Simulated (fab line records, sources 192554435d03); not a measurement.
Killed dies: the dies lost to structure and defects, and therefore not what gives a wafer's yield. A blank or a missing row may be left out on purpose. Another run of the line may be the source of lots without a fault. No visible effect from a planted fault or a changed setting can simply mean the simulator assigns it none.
What tool caused it? ; flow n5Finfet ; Sampling: 10 lots, 28 wafers, 4 of 1938 route steps

## WHAT EACH GAUGE READ, for each wafer
N5_BEOL_M15_THK_MEAS_50: measures by xrf.
lot;measured;on;M15_THK (nm)
L661;day 15 06:35;filmMetro-02;832 903 841
L663;day 15 20:46;filmMetro-02;841 839 855
L669;day 17 07:30;filmMetro-02;835 819 831
L666;day 17 09:16;filmMetro-01;857 827 821
L677;day 18 22:43;filmMetro-01;800 810 845
L676;day 19 20:38;filmMetro-01;809 809 875
L675;day 20 00:04;filmMetro-01;850 824 827
L678;day 20 00:20;filmMetro-01;1057 865
L679;day 20 19:53;filmMetro-02;1078 888 874
L682;day 21 00:22;filmMetro-01;830 1156

## WHICH TOOL RAN EACH LOT (tool, then ch and the chambers of the sampled wafers, then the start)
lot;N5_BEOL_M15_TRENCH_ETCH_34;N5_BEOL_M15_STRIP_36;N5_BEOL_M15_SPUTTER_45
L661;rieDiel-06 ch 0,1,3, day 14 21:57;rieDiel-05 ch 0,2, day 15 04:59;pvdSputter-01, day 15 05:38
L663;rieDiel-05 ch 0,3, day 15 19:01;rieDiel-02 ch 0,3, day 15 19:14;pvdSputter-02, day 15 19:49
L669;rieDiel-05 ch 1,2,3, day 17 01:37;rieDiel-06 ch 0,2, day 17 05:07;pvdSputter-02, day 17 05:56
L666;rieDiel-06 ch 0,1,2, day 17 05:29;rieDiel-06 ch 0,1,2, day 17 05:56;pvdSputter-02, day 17 08:19
L677;rieDiel-02 ch 0,1,3, day 18 19:46;rieDiel-05 ch 0,1, day 18 20:17;pvdSputter-01, day 18 21:01
L676;rieDiel-06 ch 0,1,3, day 19 17:58;rieDiel-02 ch 0,2,3, day 19 18:32;pvdSputter-01, day 19 19:41
L675;rieDiel-02 ch 0,2,3, day 19 20:50;rieDiel-05 ch 1,3, day 19 22:15;pvdSputter-01, day 19 23:02
L678;rieDiel-06 ch 0,2, day 19 21:13;rieDiel-02 ch 0,2, day 19 22:16;pvdSputter-02, day 19 23:05
L679;rieDiel-06 ch 0,2, day 20 09:57;rieDiel-02 ch 0,1,2, day 20 18:04;pvdSputter-02, day 20 18:47
L682;rieDiel-06 ch 1,3, day 20 17:35;rieDiel-05 ch 0,1, day 20 22:10;pvdSputter-02, day 20 23:12
- N5_BEOL_M15_TRENCH_ETCH_34: etches SiO2 in C4F8/O2/Ar, target depth 872.93 nm, time 199 s.
- N5_BEOL_M15_STRIP_36: strips in O2.
- N5_BEOL_M15_SPUTTER_45: material Cu, target thk 100 nm, time 16.67 s.

## THE ANSWER, worked out from the rows above alone
Rule: the lots themselves supply what counts as usual. Put in order of their means at a reading, lots are off if they are a third of the lots or fewer, leave a main group of 4 or more, and stand apart from it by a gap of 3 or more times the standard deviation of the main group's means; of several such gaps the widest counts. Not used: any main group whose means are identical at the precision the tables above print for the reading. A lot without any number at a reading at which 4 lots or more have one is off too. All remaining lots with rows at the step are treated as sound.
Off: L678, L679, L682, seen at N5_BEOL_M15_THK_MEAS_50 (M15_THK). The main group: mean 836 nm, standard deviation 12.
If a tool, at a process step before that reading, ran all the lots that are off and no sound lot after the first of them, it fits. Gauges at N5_BEOL_M15_THK_MEAS_50: tried the same way as those tools. Undecided on this evidence; 2 tools fit (rieDiel-06 at N5_BEOL_M15_TRENCH_ETCH_34, pvdSputter-02 at N5_BEOL_M15_SPUTTER_45).

## WHAT THE SIMULATOR PUT IN
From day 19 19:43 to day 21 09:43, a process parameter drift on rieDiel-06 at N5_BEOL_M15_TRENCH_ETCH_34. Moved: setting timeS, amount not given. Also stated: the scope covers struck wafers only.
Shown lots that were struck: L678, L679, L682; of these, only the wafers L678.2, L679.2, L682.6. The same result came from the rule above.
